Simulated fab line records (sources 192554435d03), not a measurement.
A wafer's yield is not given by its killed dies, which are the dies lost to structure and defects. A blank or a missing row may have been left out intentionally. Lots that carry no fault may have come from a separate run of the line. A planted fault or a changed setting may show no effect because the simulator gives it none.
Split-lot experiment | flow n5Finfet | on a route of 1938 steps: 7 lots, 21 wafers read

== THE SPLIT ITSELF ==
At N5_BEOL_M0_TRENCH_ETCH_107 (etches SiOC in C4F6/O2, target depth 32.8 nm, time 16.4 s), the setting targetDepthA was moved away from the recipe's 328 angstrom on 7 of the 21 wafers read, by -11.1% to +8.9%. For the rest of the wafers, this setting stayed at what the recipe calls for.

== FROM THE SPLIT ON TO THE READING: in between, the file shows 1 step ==
- N5_BEOL_M0_STRIP_142: strips in N2/H2, time 10 s

== THE READING ==
trenchDepthNm, in nm, at N5_BEOL_M0_OCD_MEAS_108. On this fab line, fault-free wafers typically give 32.8 nm with a standard deviation of 0.67 nm.

wafer  | tool, chamber at the split | targetDepthA as run, angstrom | against the recipe | trenchDepthNm, nm | against lot-mates on the recipe
L077.2 | rieDiel-04, 1              | 328                           | recipe             | 32.9              | -
L077.5 | rieDiel-04, 1              | 357.2                         | +8.9%              | 36.2              | +3.2
L077.6 | rieDiel-04, 2              | 328                           | recipe             | 33.0              | -
L080.2 | rieDiel-04, 1              | 328                           | recipe             | 32.5              | -
L080.3 | rieDiel-04, 3              | 328                           | recipe             | 32.4              | -
L080.5 | rieDiel-04, 0              | 328                           | recipe             | 33.1              | -
L083.1 | rieDiel-01, 1              | 291.6                         | -11.1%             | 28.9              | -3.9
L083.2 | rieDiel-01, 2,1            | 328                           | recipe             | 32.9              | -
L083.6 | rieDiel-01, 2,1            | 328                           | recipe             | 32.6              | -
L087.2 | rieDiel-04, 3              | 328                           | recipe             | 32.7              | -
L087.3 | rieDiel-04, 1              | 338.2                         | +3.1%              | 33.2              | +0.5
L087.6 | rieDiel-04, 2              | 338.2                         | +3.1%              | 33.8              | +1.1
L088.3 | rieDiel-01, 0              | 328                           | recipe             | 32.8              | -
L088.4 | rieDiel-01, 1              | 356.1                         | +8.6%              | 35.3              | +2.5
L088.5 | rieDiel-01, 2              | 356.1                         | +8.6%              | 35.1              | +2.3
L093.2 | rieDiel-01, 0              | 328                           | recipe             | 33.2              | -
L093.4 | rieDiel-01, 1              | 328                           | recipe             | 33.3              | -
L093.6 | rieDiel-01, 3              | 338.1                         | +3.1%              | 33.6              | +0.4
L095.2 | rieDiel-04, 2              | 328                           | recipe             | 33.3              | -
L095.4 | rieDiel-04, 2              | 328                           | recipe             | 33.4              | -
L095.5 | rieDiel-04, 3              | 328                           | recipe             | 32.0              | -
If several chambers appear in one row, that row covers several wafers at once and the file leaves open which wafer was in which chamber.

THE FIT
A straight line over all 21 wafers: trenchDepthNm changes by +0.323 nm for each +1% of targetDepthA; r = +0.96; the points scatter about the line by 0.41 nm.
The same after taking each lot's own level away (the mean of its wafers on the recipe; 21 wafers): +0.319 nm for each +1%; r = +0.97; scatter 0.37 nm.
That fit puts the effect of the largest move of targetDepthA on the reading at 3.5 nm.
From 32.67 to 33.25 nm: that is the span of the lots' own levels, equal to 0.9 times the standard deviation above.
Consequently the slope shifts little with the lot-to-lot level, the two slopes agreeing.
Check: with one of the wafers moved furthest among these (-11.1%) left out of the fit, the line predicts -3.41 nm for it against its lot-mates. Against them it came out at -3.85 nm.

== FURTHER SPLITS ON THESE WAFERS ==
These wafers also went through other splits before the reading. Each is held against what the fit with the lots' levels taken away leaves over:
other split on the same wafers          | wafers away from the commonest value | r with trenchDepthNm (lot level and that fit taken away)
N5_MOL_CONTACT_COAG_COAT_64 spinRpm     | 9                                    | -0.38
N5_BEOL_M0_SAQP_PEB_12 pebTimeS         | 9                                    | -0.27
N5_BEOL_M0_SAQP_DEVELOP_13 developTimeS | 6                                    | -0.10
N5_BEOL_M0_CUTY_COAT_50 spinRpm         | 10                                   | -0.14
N5_BEOL_M0_ETCH_128 sourceW             | 8                                    | -0.10

== THE WHOLE CHAIN: every reading that the file lists as answering this split, in the file's order ==
step                       | what it does                                              | reading                                                                 | change (the file's fit)               | r (the file's)
N5_BEOL_M0_TRENCH_ETCH_107 | etches SiOC in C4F6/O2, target depth 32.8 nm, time 16.4 s | BEOL_M0.featureDepthNm (the simulator's own value, which no gauge read) | +0.343 nm for each +1% of the setting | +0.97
N5_BEOL_M0_OCD_MEAS_108    |                                                           | trenchDepthNm                                                           | +0.327 nm for each +1% of the setting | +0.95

== THE FILE'S OWN FIT ==
trenchDepthNm changes by +0.327 nm for each +1% of targetDepthA, r = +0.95.
